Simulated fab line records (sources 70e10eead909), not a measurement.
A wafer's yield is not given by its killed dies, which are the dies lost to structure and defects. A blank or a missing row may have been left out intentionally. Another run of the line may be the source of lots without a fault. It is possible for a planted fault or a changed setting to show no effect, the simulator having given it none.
fab line records    flow nand_harc
record lots=6  wafers=18  last_day=24
route steps=1159 shown A_ONON_D1@424 END@1159
lots that met no fault: from a run of the same line without faults
start_h: start of the lot's first displayed wafer, in hours after the record's first day    wait_h: time in hours since the lot's previous step    " same as the row above    L1.1+2: a single row standing in for several wafers    - no value, or no start given    * or withheld: withheld    < > ~ a bound
route shown NAME@n: names a module that has steps shown in the file, with the first one's number in the route    usual: the fault-free wafers' mean and standard deviation    same: alike in all rows    chamber/n: place in a boat    sites: readings site by site    _std_site: standard deviation across them    _edge_site: inner sites' mean taken away from outer sites' mean    radius_mm: for every site, how far away it sits from the centre of the wafer    mask NAME#n: copy n    behind: the tool/chamber that last shaped the wafer    hold: what put the lot on hold/how long, in hours/how the hold closed    device: the n, p or np transistor that did not switch    end of line: the same wafers' tests at the end of the route    where a step has no rows: the recipe by itself    killed: not the wafer's yield, but the dies lost to structure and defects at the first sort    map: a wafer's dies, marking killed ones x, the rest . and places with no die _
set.NAME: setting as actually run; set.NAME@STEP: the setting as run at that earlier step    model.NAME: the simulator's own value behind a step, which no gauge read
lots at some steps of the route; a table a step, a row a wafer
services: from which hour (start_h, from the record's first day; less than 0 if before it) a tool's chamber was out of use, for how many hours, and why
## steps
# step NHARC_A_ONON_D1_DEP_00
# recipe target_thk_a=10000  n2_flow_sccm=2750  n2o_flow_sccm=2000  nh3_flow_sccm=500  sih4_flow_sccm=210  temp_c=400
# step NHARC_A_ONON_D1_THK_MEAS_02
# recipe thk_meas_gauge=ellipsometry
# usual thk_nm=1000/9.3
lot.wafer  tool           chamber  start_h  wait_h  thk_nm
L106.2     film_metro-02  -        166.06   -       1002
L106.3     "              -        "        "       1002
L106.6     "              -        "        "       1003
L110.1     film_metro-02  -        191.49   -       996
L110.3     "              -        "        "       997
L110.4     "              -        "        "       995
L113.2     film_metro-02  -        205.54   -       993
L113.3     "              -        "        "       992
L113.4     "              -        "        "       994
L122.2     film_metro-02  -        253.48   -       999
L122.4     "              -        "        "       999
L122.6     "              -        "        "       1001
L123.1     film_metro-01  -        271.64   -       1005
L123.3     "              -        "        "       1006
L123.4     "              -        "        "       1009
L126.3     film_metro-01  -        290.81   -       983
L126.5     "              -        "        "       982
L126.6     "              -        "        "       983
# step NHARC_A_ONON_D1_DEP_03
# recipe target_thk_a=10000  n2_flow_sccm=2750  n2o_flow_sccm=2000  nh3_flow_sccm=500  sih4_flow_sccm=210  temp_c=400
# step NHARC_A_ONON_D1_THK_MEAS_05
# recipe thk_meas_gauge=ellipsometry
# usual thk_nm=999/9.8
lot.wafer  tool           chamber  start_h  wait_h  thk_nm
L106.2     film_metro-02  -        166.63   -       1007
L106.3     "              -        "        "       1006
L106.6     "              -        "        "       1008
L110.1     film_metro-02  -        192.07   -       994
L110.3     "              -        "        "       995
L110.4     "              -        "        "       994
L113.2     film_metro-02  -        206.10   -       1006
L113.3     "              -        "        "       1006
L113.4     "              -        "        "       1007
L122.2     film_metro-02  -        254.07   -       993
L122.4     "              -        "        "       994
L122.6     "              -        "        "       994
L123.1     film_metro-01  -        272.23   -       1011
L123.3     "              -        "        "       1009
L123.4     "              -        "        "       1010
L126.3     film_metro-01  -        291.38   -       980
L126.5     "              -        "        "       977
L126.6     "              -        "        "       979
# step NHARC_A_ONON_D1_DEP_06
# recipe target_thk_a=10000  n2_flow_sccm=2750  n2o_flow_sccm=2000  nh3_flow_sccm=500  sih4_flow_sccm=210  temp_c=400
# step NHARC_A_ONON_D1_THK_MEAS_08
# recipe thk_meas_gauge=ellipsometry
# usual thk_nm=1002/9.8
lot.wafer  tool           chamber  start_h  wait_h  thk_nm
L106.2     film_metro-01  -        167.19   -       986
L106.3     "              -        "        "       986
L106.6     "              -        "        "       988
L110.1     film_metro-02  -        192.64   -       1017
L110.3     "              -        "        "       1016
L110.4     "              -        "        "       1016
L113.2     film_metro-01  -        206.67   -       995
L113.3     "              -        "        "       995
L113.4     "              -        "        "       994
L122.2     film_metro-02  -        254.64   -       1000
L122.4     "              -        "        "       1000
L122.6     "              -        "        "       1000
L123.1     film_metro-02  -        272.80   -       991
L123.3     "              -        "        "       991
L123.4     "              -        "        "       990
L126.3     film_metro-01  -        291.94   -       1007
L126.5     "              -        "        "       1008
L126.6     "              -        "        "       1011
# step NHARC_A_ONON_D1_DEP_09
# recipe target_thk_a=10000  n2_flow_sccm=2750  n2o_flow_sccm=2000  nh3_flow_sccm=500  sih4_flow_sccm=210  temp_c=400
# step NHARC_A_ONON_D1_THK_MEAS_11
# recipe thk_meas_gauge=ellipsometry
# usual thk_nm=1001/10
lot.wafer  tool           chamber  start_h  wait_h  thk_nm
L106.2     film_metro-01  -        167.76   -       1011
L106.3     "              -        "        "       1010
L106.6     "              -        "        "       1010
L110.1     film_metro-01  -        193.23   -       988
L110.3     "              -        "        "       988
L110.4     "              -        "        "       990
L113.2     film_metro-02  -        207.24   -       1008
L113.3     "              -        "        "       1009
L113.4     "              -        "        "       1007
L122.2     film_metro-01  -        255.21   -       989
L122.4     "              -        "        "       989
L122.6     "              -        "        "       987
L123.1     film_metro-01  -        273.37   -       999
L123.3     "              -        "        "       1000
L123.4     "              -        "        "       1000
L126.3     film_metro-01  -        292.50   -       1005
L126.5     "              -        "        "       1003
L126.6     "              -        "        "       1004
# step NHARC_A_ONON_D1_DEP_12
# recipe target_thk_a=10000  n2_flow_sccm=2750  n2o_flow_sccm=2000  nh3_flow_sccm=500  sih4_flow_sccm=210  temp_c=400
# step NHARC_A_ONON_D1_THK_MEAS_14
# recipe thk_meas_gauge=ellipsometry
# usual thk_nm=998/8
lot.wafer  tool           chamber  start_h  wait_h  thk_nm
L106.2     film_metro-02  -        168.33   -       1002
L106.3     "              -        "        "       1003
L106.6     "              -        "        "       1004
L110.1     film_metro-02  -        193.80   -       992
L110.3     "              -        "        "       992
L110.4     "              -        "        "       992
L113.2     film_metro-02  -        207.81   -       1009
L113.3     "              -        "        "       1009
L113.4     "              -        "        "       1010
L122.2     film_metro-02  -        255.78   -       994
L122.4     "              -        "        "       994
L122.6     "              -        "        "       997
L123.1     film_metro-02  -        273.94   -       998
L123.3     "              -        "        "       1001
L123.4     "              -        "        "       1001
L126.3     film_metro-01  -        293.07   -       1001
L126.5     "              -        "        "       1001
L126.6     "              -        "        "       1002
# step NHARC_A_ONON_D1_ANNEAL_15
# recipe temp_c=750  time_s=3600
# step NHARC_A_ONON_D1_DEP_16
# recipe target_thk_a=10000  n2_flow_sccm=2750  n2o_flow_sccm=2000  nh3_flow_sccm=500  sih4_flow_sccm=210  temp_c=400
lot.wafer   tool           chamber  start_h  wait_h
L106.2+3+6  pecvd_onon-02  0        175.02   0.1
L110.1+3+4  pecvd_onon-02  0        200.36   0.1
L113.2+3+4  pecvd_onon-02  0        215.26   0.1
L122.2+4+6  pecvd_onon-04  0        264.78   0.1
L123.1+3+4  pecvd_onon-01  0        282.34   0.1
L126.3+5+6  pecvd_onon-04  0        300.84   0.2
# step NHARC_A_ONON_D1_THK_MEAS_18
# recipe thk_meas_gauge=ellipsometry
# usual thk_nm=1005/7.8
lot.wafer  tool           chamber  start_h  wait_h  thk_nm
L106.2     film_metro-02  -        175.47   -       1002
L106.3     "              -        "        "       1005
L106.6     "              -        "        "       1003
L110.1     film_metro-01  -        200.88   -       705
L110.3     "              -        "        "       705
L110.4     "              -        "        "       705
L113.2     film_metro-02  -        215.70   -       699
L113.3     "              -        "        "       704
L113.4     "              -        "        "       702
L122.2     film_metro-01  -        265.24   -       1010
L122.4     "              -        "        "       1009
L122.6     "              -        "        "       1010
L123.1     film_metro-01  -        282.84   -       990
L123.3     "              -        "        "       988
L123.4     "              -        "        "       989
L126.3     film_metro-01  -        301.23   -       1002
L126.5     "              -        "        "       1005
L126.6     "              -        "        "       1004
# step NHARC_A_ONON_D1_DEP_19
# recipe target_thk_a=10000  n2_flow_sccm=2750  n2o_flow_sccm=2000  nh3_flow_sccm=500  sih4_flow_sccm=210  temp_c=400
# step NHARC_END_SORT_01
# recipe temp_c=25
# usual killed_at_array=26/8.6  killed_at_other=0.7/0.97  killed_at_periphery=3.2/2.2  killed_dies=30/8.9  killed_open=3.1/1.8  killed_short=2.2/1.8
# same gross_dies=677
lot.wafer  tool       chamber  start_h  wait_h  killed_at_array  killed_at_other  killed_at_periphery  killed_dies  killed_open  killed_short
L110.1     prober-01  0        458.32   2.5     675              0                2                    677          1            5
L110.3     prober-01  0        459.92   3.1     670              4                3                    677          2            4
L110.4     prober-01  0        460.72   3.4     673              1                3                    677          3            1
L113.2     prober-01  0        490.65   2.8     675              0                2                    677          2            4
L113.3     prober-01  0        491.46   3.1     673              0                4                    677          4            0
L113.4     prober-01  0        492.26   3.4     676              0                1                    677          0            6
L122.2     prober-02  0        541.33   2.8     36               1                3                    40           2            6
L122.4     prober-02  0        542.97   3.5     29               1                0                    30           4            3
L122.6     prober-02  0        544.60   4.1     26               1                0                    27           1            2
# killed by level:class
L110.1 A_ONON_D1:area_dep=660 A_STAIRCASE:chamber_film_flake=5 A_ONON_D1:geometric_particle:short=3 A_CHANNEL_HOLE_D1:chamber_film_flake=3 A_CHANNEL_FILL_D1:geometric_particle:short=2 A_CONTACT:chamber_film_flake=2 P_M0:geometric_particle:open=1 P_CONTACT:chamber_film_flake=1
L110.3 A_ONON_D1:area_dep=660 THIN_TSV:chamber_film_flake=4 A_CHANNEL_HOLE_D1:chamber_film_flake=3 A_ONON_D1:geometric_particle:open=2 A_STAIRCASE:chamber_film_flake=2 P_GATE:geometric_particle:short=1 P_M0:geometric_particle:short=1 A_ONON_D1:geometric_particle:short=1
L110.4 A_ONON_D1:area_dep=660 A_STAIRCASE:chamber_film_flake=5 P_ZERO_WELL:chamber_film_flake=2 A_CHANNEL_HOLE_D1:chamber_film_flake=2 A_CONTACT:chamber_film_flake=2 P_M0:geometric_particle:open=1 A_ONON_D1:geometric_particle:open=1 A_WL_FILL:geometric_particle:open=1
L113.2 A_ONON_D1:area_dep=652 A_CHANNEL_HOLE_D1:chamber_film_flake=11 A_CONTACT:chamber_film_flake=3 A_ZERO_WELL:chamber_film_flake=2 A_STAIRCASE:chamber_film_flake=2 P_CONTACT:geometric_particle:short=1 A_SOURCE_PLATE:geometric_particle:short=1 A_ONON_D1:geometric_particle:open=1
L113.3 A_ONON_D1:area_dep=646 A_CHANNEL_HOLE_D1:chamber_film_flake=17 A_STAIRCASE:chamber_film_flake=3 A_CONTACT:chamber_film_flake=3 A_ZERO_WELL:chamber_film_flake=2 P_GATE:geometric_particle:open=1 P_CONTACT:geometric_particle:open=1 A_CONTACT:geometric_particle:open=1
L113.4 A_ONON_D1:area_dep=653 A_CHANNEL_HOLE_D1:chamber_film_flake=12 A_CONTACT:chamber_film_flake=3 A_WL_FILL:geometric_particle:short=2 A_STAIRCASE:chamber_film_flake=2 A_ONON_D1:geometric_particle:short=1 A_CHANNEL_FILL_D1:geometric_particle:short=1 A_SGD_CUT:geometric_particle:short=1
L122.2 A_SLIT:chamber_film_flake=18 A_CHANNEL_HOLE_D1:chamber_film_flake=5 A_CONTACT:chamber_film_flake=4 A_STAIRCASE:chamber_film_flake=3 A_CONTACT:geometric_particle:short=2 P_GATE:geometric_particle:short=1 P_M1:geometric_particle:open=1 A_CHANNEL_FILL_D1:geometric_particle:short=1
L122.4 A_SLIT:chamber_film_flake=9 A_CHANNEL_HOLE_D1:chamber_film_flake=7 A_CONTACT:chamber_film_flake=3 A_CHANNEL_FILL_D1:geometric_particle:open=2 A_WL_FILL:geometric_particle:short=2 A_STAIRCASE:chamber_film_flake=2 A_BLC:geometric_particle:open=1 A_M0:geometric_particle:short=1
L122.6 A_SLIT:chamber_film_flake=15 A_CHANNEL_HOLE_D1:chamber_film_flake=4 A_CONTACT:chamber_film_flake=2 A_SOURCE_PLATE:geometric_particle:open=1 A_ONON_D1:geometric_particle:short=1 A_CHANNEL_FILL_D1:geometric_particle:short=1 A_ZERO_WELL:chamber_film_flake=1 A_STAIRCASE:chamber_film_flake=1
# map L110.1 (x killed, . not)
____________x____________
_________xxxxxxx_________
_______xxxxxxxxxxx_______
______xxxxxxxxxxxxx______
_____xxxxxxxxxxxxxxx_____
____xxxxxxxxxxxxxxxxx____
____xxxxxxxxxxxxxxxxx____
___xxxxxxxxxxxxxxxxxxx___
___xxxxxxxxxxxxxxxxxxx___
__xxxxxxxxxxxxxxxxxxxxx__
__xxxxxxxxxxxxxxxxxxxxx__
_xxxxxxxxxxxxxxxxxxxxxxx_
_xxxxxxxxxxxxxxxxxxxxxxx_
_xxxxxxxxxxxxxxxxxxxxxxx_
_xxxxxxxxxxxxxxxxxxxxxxx_
_xxxxxxxxxxxxxxxxxxxxxxx_
xxxxxxxxxxxxxxxxxxxxxxxxx
xxxxxxxxxxxxxxxxxxxxxxxxx
xxxxxxxxxxxxxxxxxxxxxxxxx
xxxxxxxxxxxxxxxxxxxxxxxxx
xxxxxxxxxxxxxxxxxxxxxxxxx
_xxxxxxxxxxxxxxxxxxxxxxx_
_xxxxxxxxxxxxxxxxxxxxxxx_
_xxxxxxxxxxxxxxxxxxxxxxx_
_xxxxxxxxxxxxxxxxxxxxxxx_
_xxxxxxxxxxxxxxxxxxxxxxx_
__xxxxxxxxxxxxxxxxxxxxx__
__xxxxxxxxxxxxxxxxxxxxx__
___xxxxxxxxxxxxxxxxxxx___
___xxxxxxxxxxxxxxxxxxx___
____xxxxxxxxxxxxxxxxx____
____xxxxxxxxxxxxxxxxx____
_____xxxxxxxxxxxxxxx_____
______xxxxxxxxxxxxx______
_______xxxxxxxxxxx_______
_________xxxxxxx_________
____________x____________
# map L113.2 (x killed, . not)
____________x____________
_________xxxxxxx_________
_______xxxxxxxxxxx_______
______xxxxxxxxxxxxx______
_____xxxxxxxxxxxxxxx_____
____xxxxxxxxxxxxxxxxx____
____xxxxxxxxxxxxxxxxx____
___xxxxxxxxxxxxxxxxxxx___
___xxxxxxxxxxxxxxxxxxx___
__xxxxxxxxxxxxxxxxxxxxx__
__xxxxxxxxxxxxxxxxxxxxx__
_xxxxxxxxxxxxxxxxxxxxxxx_
_xxxxxxxxxxxxxxxxxxxxxxx_
_xxxxxxxxxxxxxxxxxxxxxxx_
_xxxxxxxxxxxxxxxxxxxxxxx_
_xxxxxxxxxxxxxxxxxxxxxxx_
xxxxxxxxxxxxxxxxxxxxxxxxx
xxxxxxxxxxxxxxxxxxxxxxxxx
xxxxxxxxxxxxxxxxxxxxxxxxx
xxxxxxxxxxxxxxxxxxxxxxxxx
xxxxxxxxxxxxxxxxxxxxxxxxx
_xxxxxxxxxxxxxxxxxxxxxxx_
_xxxxxxxxxxxxxxxxxxxxxxx_
_xxxxxxxxxxxxxxxxxxxxxxx_
_xxxxxxxxxxxxxxxxxxxxxxx_
_xxxxxxxxxxxxxxxxxxxxxxx_
__xxxxxxxxxxxxxxxxxxxxx__
__xxxxxxxxxxxxxxxxxxxxx__
___xxxxxxxxxxxxxxxxxxx___
___xxxxxxxxxxxxxxxxxxx___
____xxxxxxxxxxxxxxxxx____
____xxxxxxxxxxxxxxxxx____
_____xxxxxxxxxxxxxxx_____
______xxxxxxxxxxxxx______
_______xxxxxxxxxxx_______
_________xxxxxxx_________
____________x____________
## services
tool           chamber  start_h  hours  kind
pecvd_onon-01  -        195.00   13.0   pm
pecvd_onon-04  -        237.00   13.0   pm
pecvd_onon-02  -        292.00   13.0   pm
## key
first_sign step=NHARC_A_ONON_D1_THK_MEAS_18  reading=thk_nm  direction=down  sigmas=39  usual=1005  struck=703
effect step=NHARC_END_SORT_01  reading=killed_at_array  direction=up  sigmas=75  usual=26  struck=674
more_kills_born_at NHARC_A_ONON_D1_DEP_16@pecvd_onon-02=3931
met_at NHARC_A_ONON_D1_DEP_16
struck_wafers L110.1,L110.3,L110.4,L113.2,L113.3,L113.4
later_rows_left_out L110.1,L110.3,L110.4,L113.2,L113.3,L113.4
tester_left_out L110,L113
onset_between 175.02 200.36
fault kind=process_parameter_drift  tool=pecvd_onon-02  chamber=0  onset_h=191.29  steps=NHARC_A_ONON_D1_DEP_16  channel=target_thk_a  offset=*  shape=step  end_h=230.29  acts_in=*  stated=*
# tester_left_out: of these lots the tester's yield and bins aren't shown, on N5 and GAA mostly nor the transistor test; their killed dies are dies lost to structure and defects alone, not to doping, threshold or leakage, so they don't give the yield
# later_rows_left_out: the simulator's readings of these wafers behind a module that went badly wrong aren't trusted and aren't shown, but for the sort
